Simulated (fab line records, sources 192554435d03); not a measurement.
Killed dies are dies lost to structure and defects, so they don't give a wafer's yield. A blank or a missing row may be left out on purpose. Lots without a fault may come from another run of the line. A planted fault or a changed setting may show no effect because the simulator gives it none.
Chamber matching | flow n5_finfet | N5_BEOL_M0_CVD_115 on cvd_co-02: 3 sister chambers
The step deposits Co from CCTBA/H2, time 120 s. 16 wafers are shown with their chamber, then 7 later ones without.

WAFERS WITH THEIR CHAMBER
wafer  | chamber | run_length_s (s)
L730.1 | 2       | 143.6
L730.4 | 2       | 144.1
L730.6 | 1       | 142.2
L734.1 | 2       | 143.6
L734.2 | 1       | 142.6
L734.4 | 1       | 142.6
L735.1 | 1       | 142.2
L735.4 | 0       | 143.5
L735.6 | 1       | 142.3
L737.3 | 1       | 142.6
L737.4 | 0       | 143.5
L737.6 | 2       | 144.0
L739.2 | 2       | 144.1
L739.5 | 2       | 143.7
L739.6 | 1       | 142.3
L741.4 | 1       | 143.1

SIGNATURES (means of the wafers above)
reading      | chamber 0 | chamber 1 | chamber 2 | scatter within a chamber
run_length_s | 143.500   | 142.488   | 143.850   | 0.269
Rule: a wafer's distance from a chamber is the root of the sum, over the readings, of the square of ((its reading less the chamber's mean) divided by the reading's scatter). The wafer belongs to the nearest chamber; if the next one is less than 2 further off, it can't be placed. The scatter: the root of (the sum of the squares of (reading less its chamber's mean) over the shown wafers, divided by (wafers less chambers)).

WAFERS WITHOUT THEIR CHAMBER
wafer  | run_length_s (s)
L742.1 | 143.6
L742.3 | 142.4
L744.1 | 142.3
L744.4 | 143.8
L753.1 | 143.7
L753.3 | 144.0
L753.6 | 142.5

WHICH CHAMBER EACH WENT THROUGH
wafer  | from the rows above     | in truth
L742.1 | can't be placed: 0 or 2 | 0
L742.3 | 1                       | 1
L744.1 | 1                       | 1
L744.4 | can't be placed: 2 or 0 | 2
L753.1 | can't be placed: 2 or 0 | 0
L753.3 | can't be placed: 2 or 0 | 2
L753.6 | 1                       | 1
Placed correctly: 3 of 7. Can't be placed from these rows: 4 (the true chamber is among the candidates in 4). Placed wrongly: 0.
